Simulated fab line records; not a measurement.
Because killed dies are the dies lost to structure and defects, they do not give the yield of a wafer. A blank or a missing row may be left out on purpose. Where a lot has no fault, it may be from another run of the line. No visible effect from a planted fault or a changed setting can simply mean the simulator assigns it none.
Matching of chambers    flow n5Finfet    rieDiel-02 running N5_MOL_CONTACT_COAG_ETCHBACK_134: 4 sister chambers
The step etches SiO2 in CHF3, target depth 10 nm, time 6.7 s. 4 wafers are shown with their chamber, then 7 later ones without.

== WAFERS, EACH WITH ITS CHAMBER ==
wafer   chamber  drypumpMotorCurrentA (A)
L086.2  2        5.0
L086.4  3        5.7
L092.2  0        5.3
L092.4  1        5.6

== WAFERS MISSING THEIR CHAMBER ==
wafer   drypumpMotorCurrentA (A)
L092.6  5.3
L094.2  5.3
L094.3  5.0
L094.5  5.5
L097.2  5.0
L097.3  5.3
L097.6  5.0

== EACH ONE'S CHAMBER ==
wafer   from the rows above  in truth
L092.6  0                    0
L094.2  0                    0
L094.3  2                    2
L094.5  1                    1
L097.2  2                    2
L097.3  0                    0
L097.6  2                    2
Correct placement for 7 of the 7. Not placeable from these rows: 0. 0 placed wrongly.
How it was worked out, from the rows above alone: a wafer's distance from a chamber is the root of the sum, over the readings, of the square of ((its reading less the chamber's mean) divided by the reading's scatter). The wafer belongs to the nearest chamber; if the next one is less than 2 further off, it can't be placed. The mean given for a chamber averages the wafers shown for that chamber. The scatter: with one shown wafer a chamber, the root of the mean of the squares of how far each hidden wafer lies from its nearest shown one.
